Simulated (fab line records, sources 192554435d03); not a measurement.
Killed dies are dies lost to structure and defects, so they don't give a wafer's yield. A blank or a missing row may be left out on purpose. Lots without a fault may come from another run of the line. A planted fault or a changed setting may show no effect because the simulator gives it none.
Chamber matching | flow n5_finfet | N5_BEOL_M6_ETCH_72 on rie_diel-04: 4 sister chambers
The step etches underlayer in N2/H2, target depth 6.5 nm, time 5.2 s. 4 wafers are shown with their chamber, then 12 later ones without.

WAFERS WITH THEIR CHAMBER
wafer  | chamber | drypump_motor_current_A (A)
L084.5 | 3       | 5.1
L095.4 | 0       | 6.1
L095.5 | 2       | 5.2
L095.6 | 1       | 5.6

WAFERS WITHOUT THEIR CHAMBER
wafer  | drypump_motor_current_A (A)
L097.3 | 5.2
L097.4 | 6.1
L097.5 | 5.2
L092.1 | 5.1
L092.2 | 5.6
L092.5 | 5.6
L093.1 | 5.1
L093.4 | 5.6
L093.5 | 5.1
L096.3 | 5.2
L096.4 | 5.5
L096.6 | 5.2

WHICH CHAMBER EACH WENT THROUGH
wafer  | from the rows above | in truth
L097.3 | 2                   | 2
L097.4 | 0                   | 0
L097.5 | 2                   | 2
L092.1 | 3                   | 3
L092.2 | 1                   | 1
L092.5 | 1                   | 1
L093.1 | 3                   | 3
L093.4 | 1                   | 1
L093.5 | 3                   | 3
L096.3 | 2                   | 2
L096.4 | 1                   | 1
L096.6 | 2                   | 2
Placed correctly: 12 of 12. Can't be placed from these rows: 0. Placed wrongly: 0.
How it was worked out, from the rows above alone: a wafer's distance from a chamber is the root of the sum, over the readings, of the square of ((its reading less the chamber's mean) divided by the reading's scatter). The wafer belongs to the nearest chamber; if the next one is less than 2 further off, it can't be placed. A chamber's mean is the mean of its shown wafers. The scatter: with one shown wafer a chamber, the root of the mean of the squares of how far each hidden wafer lies from its nearest shown one.
